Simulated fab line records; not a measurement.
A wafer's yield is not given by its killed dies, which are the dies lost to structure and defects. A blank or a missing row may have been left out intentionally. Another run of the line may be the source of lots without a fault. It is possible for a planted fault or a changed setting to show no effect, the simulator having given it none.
One fault through the eyes of 2 desks    flow n5 finfet    what lay behind the numbers comes last; until then each desk has only its own

FROM THE METROLOGY DESK
What the gauges read, lot by lot, whatever tool the lot ran on: means of the sampled wafers that have a number. A lot is out of limits, marked OUT, if its mean lies more than 4 standard deviations from the usual mean; the brackets give that distance.
Columns: A = M13_ILD_THK at N5_BEOL_M13_THK_MEAS_01, usual 832 nm
lot   first seen here  A
L545  day 12 17:51     817
L548  day 13 01:38     827
L549  day 13 08:16     835
L553  day 13 23:48     818
L550  day 14 03:51     843
L554  day 14 13:05     811
L556  day 15 04:08     808
L560  day 16 15:58     823
L561  day 16 16:08     828
Result from this desk: across the 9 lots, nothing is out of limits.

AT THE TOOL OWNER'S DESK: pecvd-01
The tool's own readings at N5_BEOL_M13_ILD_DEP_00 (deposits SiOC from DEMS/O2, target thk 837.92 nm, time 166.4 s): means of the sampled wafers that have a number, for each lot that ran on this tool. A lot is out of limits, marked OUT, if its mean lies more than 4 standard deviations from the usual mean; the brackets give that distance.
Columns: A = heater power w at N5_BEOL_M13_ILD_DEP_00, usual 516 W; B = run length s at N5_BEOL_M13_ILD_DEP_00, usual 211.4 s; C = showerhead plenum p Torr at N5_BEOL_M13_ILD_DEP_00, usual 5.701 Torr; D = throttle valve pct at N5_BEOL_M13_ILD_DEP_00, usual 11.6 %
lot   first seen here  A    B                 C      D
L545  day 12 17:42     557  211.4             5.702  11.7
L548  day 13 01:29     597  211.4             5.699  11.7
L549  day 13 08:07     528  211.7             5.694  11.4
L553  day 13 23:39     462  207.6 (-8.4) OUT  5.701  11.4
L554  day 14 12:56     563  207.3 (-8.9) OUT  5.691  11.6
L556  day 15 03:59     494  206.9 (-9.7) OUT  5.692  11.8
Finding of this desk: L553, L554, L556 out of limits; the first was L553 at day 13 23:39, on run length s at N5_BEOL_M13_ILD_DEP_00. L545, L548, L549: within limits.

TAKEN TOGETHER
On L553, L554, L556, at day 13 23:39, an alarm was possible from the tool owner's desk.
From the metrology desk's view, nothing was out of limits.
The metrology desk holds a record of L553, L554, L556, inside its limits.
Every lot named ran N5_BEOL_M13_ILD_DEP_00 on pecvd-01.

WHAT THE SIMULATOR HAD PUT IN
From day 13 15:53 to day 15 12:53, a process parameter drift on pecvd-01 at N5_BEOL_M13_ILD_DEP_00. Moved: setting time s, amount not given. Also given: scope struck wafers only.
Shown lots that were struck: L553, L554, L556.
Hours from the fault's start to each desk's first reading out of limits: the tool owner's desk, 8.
